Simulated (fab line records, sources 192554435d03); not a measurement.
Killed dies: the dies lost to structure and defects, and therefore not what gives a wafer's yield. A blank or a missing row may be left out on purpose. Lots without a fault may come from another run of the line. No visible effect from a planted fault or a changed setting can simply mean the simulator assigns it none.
What tool caused it? | flow n5_finfet | 14 lots with 40 wafers sampled at 6 steps, on a route of 1938 steps

== WHAT EACH GAUGE READ, for each wafer ==
N5_ILD0_THK_MEAS_04.
lot  | measured    | on            | thk_nm (nm)
L755 | day 3 12:21 | film_metro-02 | 196.4 198.7 198.1
L756 | day 3 22:01 | film_metro-02 | 196.3 195.4 196.6
L757 | day 4 10:14 | film_metro-02 | 196.0 197.5 195.8
L759 | day 4 15:32 | film_metro-02 | 197.0 195.7 199.2
L760 | day 4 21:21 | film_metro-01 | 198.3 197.9 193.3
L763 | day 5 14:25 | film_metro-02 | 197.5 196.2 196.8
L765 | day 5 23:42 | film_metro-01 | 194.6 197.4 196.7
L766 | day 6 08:43 | film_metro-01 | 197.0 196.6
L767 | day 6 20:20 | film_metro-02 | 195.9 195.8 196.1
L768 | day 6 21:23 | film_metro-01 | 197.4 197.7 197.7
L773 | day 8 05:42 | film_metro-02 | 198.7 198.5 200.2
L776 | day 8 23:53 | film_metro-02 | 199.1 197.4 199.5
L777 | day 9 09:09 | film_metro-01 | 199.7 199.7
L778 | day 9 13:25 | film_metro-02 | 197.9 196.1 196.1

N5_SDB_INSPECT_13: inspects for defects (brightfield).
lot  | measured    | on                | raw_defect_count
L755 | day 3 16:27 | defect_inspect-02 | 75 56 112
L756 | day 4 01:59 | defect_inspect-02 | 80 147 134
L757 | day 4 14:31 | defect_inspect-02 | 74 67 109
L759 | day 4 20:08 | defect_inspect-02 | 160 124 121
L760 | day 5 02:44 | defect_inspect-02 | 64 57 62
L763 | day 5 18:44 | defect_inspect-02 | 120 130 55
L765 | day 6 03:55 | defect_inspect-01 | 143 147 132
L766 | day 6 12:50 | defect_inspect-01 | 33 60
L767 | day 7 00:32 | defect_inspect-01 | 69 115 220
L768 | day 7 01:29 | defect_inspect-01 | 83 64 19
L773 | day 8 09:52 | defect_inspect-02 | 84 167 126
L776 | day 9 03:52 | defect_inspect-01 | 32 42 26
L777 | day 9 13:16 | defect_inspect-01 | 77 85
L778 | day 9 17:31 | defect_inspect-02 | 77 47 74

N5_BEOL_M4_RC_MEAS_101.
lot  | measured     | on        | DIBL_N (mV/V)  | DIBL_P (mV/V)  | IOFF_N (nA/um)    | IOFF_P (nA/um) | ION_N (uA/um) | ION_P (uA/um) | SS_N (mV/dec)  | SS_P (mV/dec)  | VT_N (mV)   | VT_P (mV)
L755 | day 8 07:52  | prober-02 | 36.7 37.2 35.3 | 36.3 36.8 34.4 | 0.153 0.171 0.142 | 0.21 0.23 0.18 | 667 673 666   | 459 459 461   | 71.6 71.7 71.2 | 72.7 73.6 72.6 | 251 250 252 | -252 -249 -251
L756 | day 8 17:17  | prober-01 | 37.9 37.5 35.9 | 38.4 37.2 36.3 | 0.208 0.182 0.166 | 0.24 0.23 0.22 | 696 671 688   | 472 461 474   | 72.1 71.8 70.9 | 73.4 73.3 73.4 | 245 247 247 | -247 -248 -249
L757 | day 9 02:08  | prober-02 | 34.0 36.0 33.7 | 33.8 37.2 33.5 | 0.141 0.186 0.142 | 0.19 0.26 0.19 | 683 685 678   | 462 468 465   | 71.2 71.9 70.4 | 72.1 73.3 72.3 | 250 245 249 | -250 -246 -250
L759 | day 9 07:03  | prober-02 | 36.1 37.1 35.4 | 34.7 34.5 32.9 | 0.165 0.181 0.140 | 0.21 0.20 0.18 | 674 694 678   | 460 468 464   | 72.0 72.9 71.3 | 72.9 73.0 72.6 | 248 248 251 | -251 -252 -252
L760 | day 9 06:25  | prober-01 | 32.8 30.9 34.8 | 32.8 30.8 34.6 | 0.124 0.101 0.152 | 0.17 0.14 0.19 | 669 638 676   | 460 444 460   | 71.5 69.9 71.7 | 72.4 71.8 72.7 | 251 256 247 | -251 -255 -252
L763 | day 10 09:34 | prober-01 | 36.5 35.9 37.2 | 35.5 34.9 35.3 | 0.148 0.127 0.156 | 0.22 0.20 0.22 | 666 666 662   | 462 464 453   | 71.8 71.2 71.4 | 73.4 73.2 73.3 | 252 252 254 | -249 -250 -246
L765 | day 10 16:27 | prober-01 | 34.5 37.3 37.2 | 35.2 38.2 37.7 | 0.134 0.171 0.164 | 0.16 0.20 0.20 | 678 684 682   | 463 462 461   | 71.0 72.0 71.2 | 72.7 74.3 74.1 | 251 247 250 | -255 -254 -252
L766 | day 10 18:20 | prober-02 | 34.3 36.0      | 32.8 35.0      | 0.128 0.170       | 0.16 0.20      | 664 689       | 452 464       | 70.4 71.7      | 73.3 73.6      | 251 246     | -253 -251
L767 | day 11 12:53 | prober-01 | 35.4 34.8 34.9 | 35.9 35.0 34.9 | 0.176 0.153 0.155 | 0.23 0.21 0.21 | 693 682 678   | 478 471 470   | 71.7 70.9 70.7 | 73.7 73.1 73.3 | 246 249 248 | -247 -248 -250
L768 | day 11 15:58 | prober-02 | 40.4 35.7 37.5 | 41.2 35.2 37.8 | 0.250 0.151 0.180 | 0.28 0.19 0.21 | 700 672 685   | 466 460 466   | 72.0 70.9 71.6 | 74.0 72.9 73.3 | 243 250 250 | -248 -254 -252
L773 | day 13 05:15 | prober-02 | 33.4 34.1 34.6 | 34.3 34.8 35.3 | 0.121 0.133 0.136 | 0.14 0.15 0.15 | 668 677 677   | 450 455 456   | 71.4 71.6 71.7 | 72.9 72.9 72.8 | 253 250 250 | -256 -257 -258
L776 | day 14 00:05 | prober-02 | 31.0 36.2 37.6 | 29.9 35.2 38.5 | 0.093 0.162 0.201 | 0.14 0.20 0.26 | 657 678 679   | 459 460 464   | 69.6 71.8 71.5 | 71.6 73.4 73.3 | 255 248 249 | -254 -250 -248
L777 | day 14 00:10 | prober-01 | 36.4 37.0      | 38.0 39.4      | 0.163 0.172       | 0.20 0.22      | 666 676       | 459 464       | 71.1 71.1      | 73.1 73.1      | 246 249     | -252 -251
L778 | day 14 08:04 | prober-02 | 36.7 37.4 35.5 | 38.3 38.4 37.9 | 0.173 0.189 0.159 | 0.21 0.22 0.21 | 680 674 683   | 466 461 462   | 72.6 71.5 72.3 | 73.2 73.3 72.8 | 247 246 249 | -251 -251 -250

== WHAT TOOL EACH LOT RAN ON (gives the tool, then ch and the chambers of the sampled wafers, and finally the start) ==
lot  | N5_ILD0_LINER_00                 | N5_SDB_HM_OPEN_20                 | N5_SDB_STRIP_22
L755 | ald_sin-02 ch 1,2,3, day 3 09:41 | rie_diel-01 ch 1,3, day 3 16:43   | plasma_asher-02 ch 0,1, day 3 16:49
L756 | ald_sin-01 ch 0,1,2, day 3 19:21 | rie_diel-06 ch 0,2,3, day 4 02:15 | plasma_asher-02 ch 0,1, day 4 02:20
L757 | ald_sin-01 ch 0,1,2, day 4 07:33 | rie_diel-03 ch 0,2,3, day 4 14:47 | plasma_asher-02 ch 0,1, day 4 14:52
L759 | ald_sin-02 ch 1,3, day 4 12:52   | rie_diel-01 ch 0,3, day 4 20:24   | plasma_asher-01 ch 0,1, day 4 20:29
L760 | ald_sin-01 ch 0,1,2, day 4 18:41 | rie_diel-03 ch 0,2,3, day 5 03:06 | plasma_asher-02 ch 0,1, day 5 03:11
L763 | ald_sin-03 ch 1,2, day 5 11:45   | rie_diel-03 ch 0,2,3, day 5 19:00 | plasma_asher-01 ch 0, day 5 19:05
L765 | ald_sin-01 ch 0,1,3, day 5 21:02 | rie_diel-03 ch 0,2, day 6 04:31   | plasma_asher-02 ch 0,1, day 6 04:36
L766 | ald_sin-02 ch 2,3, day 6 06:14   | rie_diel-03 ch 0,1, day 6 13:07   | plasma_asher-01 ch 0,1, day 6 13:15
L767 | ald_sin-01 ch 0,1,2, day 6 17:34 | rie_diel-01 ch 0,1,2, day 7 00:47 | plasma_asher-02 ch 0,1, day 7 00:52
L768 | ald_sin-03 ch 2,3, day 6 18:08   | rie_diel-03 ch 0,1,2, day 7 01:45 | plasma_asher-01 ch 0,1, day 7 01:50
L773 | ald_sin-01 ch 0,2, day 8 03:02   | rie_diel-06 ch 1,2,3, day 8 10:27 | plasma_asher-02 ch 0,1, day 8 10:34
L776 | ald_sin-01 ch 0,2,3, day 8 20:50 | rie_diel-06 ch 0,1,3, day 9 04:08 | plasma_asher-02 ch 0,1, day 9 04:13
L777 | ald_sin-03 ch 2,3, day 9 06:20   | rie_diel-01 ch 0,1, day 9 13:33   | plasma_asher-02 ch 0,1, day 9 13:41
L778 | ald_sin-02 ch 0,1,2, day 9 10:45 | rie_diel-03 ch 0,1,3, day 9 17:46 | plasma_asher-02 ch 0,1, day 9 17:51
- N5_ILD0_LINER_00: material SiNx, target thk 4 nm, pulse time 1 s, purge time 2 s.
- N5_SDB_HM_OPEN_20: chemistry CH3F/O2, target SiNx, stops on poly-Si, target depth 24 nm.
- N5_SDB_STRIP_22: strips in N2/H2.

== WHAT THE TOOLS THEMSELVES READ (means of the sampled wafers that have a number; where no wafer has one, the mark that the record gives instead) ==
N5_ILD0_LINER_00.
lot  | tool       | heater_power_w (W) | precursor_pulse_height_rel
L755 | ald_sin-02 | 760                | 0.998
L756 | ald_sin-01 | 928                | 0.999
L757 | ald_sin-01 | 926                | 0.998
L759 | ald_sin-02 | 781                | 0.989
L760 | ald_sin-01 | 929                | 0.995
L763 | ald_sin-03 | 782                | 1.011
L765 | ald_sin-01 | 861                | 1.010
L766 | ald_sin-02 | 728                | 0.996
L767 | ald_sin-01 | 937                | 0.996
L768 | ald_sin-03 | 735                | 0.999
L773 | ald_sin-01 | 983                | 0.992
L776 | ald_sin-01 | 924                | 0.983
L777 | ald_sin-03 | 775                | 0.986
L778 | ald_sin-02 | 805                | 1.001

N5_SDB_HM_OPEN_20.
lot  | tool        | CH3F_flow_sccm (sccm) | drypump_motor_current_A (A) | oes_ar_750_au (a.u.) | oes_o_777_au (a.u.) | oes_product_au (a.u.) | rf_vpp_V (V) | showerhead_plenum_p_Torr (Torr) | throttle_valve_pct (%)
L755 | rie_diel-01 | 30.02                 | 6.1                         | 0.71                 | 0.71                | 0.57                  | 292          | 1.96                            | 16.34
L756 | rie_diel-06 | 30.01                 | 5.8                         | 0.71                 | 0.71                | 0.59                  | 296          | 1.98                            | 16.42
L757 | rie_diel-03 | 30.06                 | 5.4                         | 0.89                 | 0.89                | 0.73                  | 296          | 2.01                            | 16.27
L759 | rie_diel-01 | 29.95                 | 6.5                         | 0.75                 | 0.76                | 0.61                  | 302          | 2.07                            | 16.32
L760 | rie_diel-03 | 30.01                 | 5.4                         | 0.89                 | 0.88                | 0.72                  | 295          | 2.01                            | 16.29
L763 | rie_diel-03 | 30.11                 | 5.4                         | 0.87                 | 0.87                | 0.72                  | 295          | 2.01                            | 16.30
L765 | rie_diel-03 | 30.10                 | 5.1                         | 0.87                 | 0.88                | 0.71                  | 295          | 2.04                            | 16.36
L766 | rie_diel-03 | 30.12                 | 5.3                         | 0.82                 | 0.82                | 0.69                  | 299          | 2.04                            | 16.13
L767 | rie_diel-01 | 29.97                 | 5.8                         | 0.78                 | 0.78                | 0.63                  | 294          | 2.04                            | 16.20
L768 | rie_diel-03 | 29.96                 | 5.2                         | 0.83                 | 0.83                | 0.67                  | 297          | 2.04                            | 16.28
L773 | rie_diel-06 | 30.05                 | 6.1                         | 0.79                 | 0.80                | 0.65                  | 297          | 2.06                            | 16.32
L776 | rie_diel-06 | 29.98                 | 5.9                         | 0.77                 | 0.78                | 0.65                  | 303          | 2.09                            | 16.33
L777 | rie_diel-01 | 30.02                 | 6.1                         | 0.72                 | 0.72                | 0.58                  | 294          | 1.99                            | 16.30
L778 | rie_diel-03 | 30.06                 | 5.6                         | 0.80                 | 0.81                | 0.64                  | 298          | 2.00                            | 16.26

N5_SDB_STRIP_22.
lot  | tool            | drypump_motor_current_A (A) | heater_power_w (W) | oes_product_au (a.u.) | strip_time_to_endpoint_s (s) | temp_c (C)
L755 | plasma_asher-02 | 6.0                         | 327                | 0.713                 | 96.1                         | 249.70
L756 | plasma_asher-02 | 6.1                         | 347                | 0.715                 | 97.0                         | 250.02
L757 | plasma_asher-02 | 6.1                         | 344                | 0.715                 | 95.6                         | 250.13
L759 | plasma_asher-01 | 5.8                         | 381                | 0.716                 | 96.4                         | 250.03
L760 | plasma_asher-02 | 6.0                         | 323                | 0.717                 | 96.2                         | 249.88
L763 | plasma_asher-01 | 6.0                         | 395                | 0.713                 | 96.5                         | 250.20
L765 | plasma_asher-02 | 6.1                         | 346                | 0.718                 | 96.7                         | 249.75
L766 | plasma_asher-01 | 5.7                         | 368                | 0.718                 | 96.3                         | 250.25
L767 | plasma_asher-02 | 6.1                         | 346                | 0.713                 | 95.9                         | 249.85
L768 | plasma_asher-01 | 5.8                         | 373                | 0.714                 | 95.8                         | 250.06
L773 | plasma_asher-02 | 6.0                         | 321                | 0.716                 | 97.4                         | 249.96
L776 | plasma_asher-02 | 5.9                         | 326                | 0.715                 | 97.3                         | 249.92
L777 | plasma_asher-02 | 6.0                         | 338                | 0.713                 | 96.8                         | 249.84
L778 | plasma_asher-02 | 6.1                         | 350                | 0.717                 | 96.1                         | 249.94

== THE ANSWER, worked out from the rows above alone ==
Rule: the usual values come from the lots themselves. The widest of any qualifying gaps counts: lots, ordered by their means at a reading, are off when they make up no more than a third of the lots, leave a main group of 4 or more, and stand apart from it by 3 or more times the standard deviation of that group's means. A main group is skipped when, at the precision printed for the reading in the tables above, its means are all equal. A lot without any number at a reading at which 4 lots or more have one is off too. Where the step has rows for the other lots, those lots are counted as sound. Order of review: gauges by route order, followed by the tools' own readings, for which a lot's mean as printed above is used. The first step at which some lot is off is used, and at that step the reading that is off furthest; a lot without a number counts as furthest.
No lot is off on any of the readings shown, so nothing can be concluded from this.

== WHAT THE SIMULATOR HAD INSERTED ==
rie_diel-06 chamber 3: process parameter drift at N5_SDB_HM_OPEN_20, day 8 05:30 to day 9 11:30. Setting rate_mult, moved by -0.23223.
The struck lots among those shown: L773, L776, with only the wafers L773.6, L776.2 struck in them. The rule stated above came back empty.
